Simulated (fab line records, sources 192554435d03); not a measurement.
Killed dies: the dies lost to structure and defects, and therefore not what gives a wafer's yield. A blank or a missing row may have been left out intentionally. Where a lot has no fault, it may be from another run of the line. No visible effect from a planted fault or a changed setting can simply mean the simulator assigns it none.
Matching of chambers -- flow n5_finfet -- rie_diel-05 running N5_BEOL_M14_DESCUM_15: 4 sister chambers
The step chemistry O2, time 7.9 s. 4 wafers are shown with their chamber, then 12 later ones without.

## WAFERS PAIRED WITH THEIR CHAMBERS
wafer,chamber,drypump_motor_current_A (A)
L085.1,3,6.6
L085.6,2,6.1
L093.3,0,5.7
L093.6,1,5.8

## WAFERS WHOSE CHAMBER IS MISSING
wafer,drypump_motor_current_A (A)
L096.1,5.7
L096.5,5.8
L096.6,6.1
L091.3,5.7
L091.5,5.7
L091.6,5.8
L090.2,6.6
L090.4,5.6
L090.5,6.6
L092.1,5.8
L092.3,5.7
L092.5,6.1

## CHAMBER TAKEN BY EACH
wafer,from the rows above,in truth
L096.1,0,0
L096.5,1,1
L096.6,2,2
L091.3,0,0
L091.5,0,0
L091.6,1,1
L090.2,3,3
L090.4,0,0
L090.5,3,3
L092.1,1,1
L092.3,0,0
L092.5,2,2
12 of 12 placed correctly. From these rows, 0 cannot be placed. Placed wrongly: 0.
How it was worked out, from the rows above alone: a wafer's distance from a chamber is the root of the sum, over the readings, of the square of ((its reading less the chamber's mean) divided by the reading's scatter). The wafer belongs to the nearest chamber; if the next one is less than 2 further off, it can't be placed. A chamber's mean is the mean of its shown wafers. The scatter: root of mean squared gap, hidden wafer to nearest shown wafer, with one shown wafer a chamber.
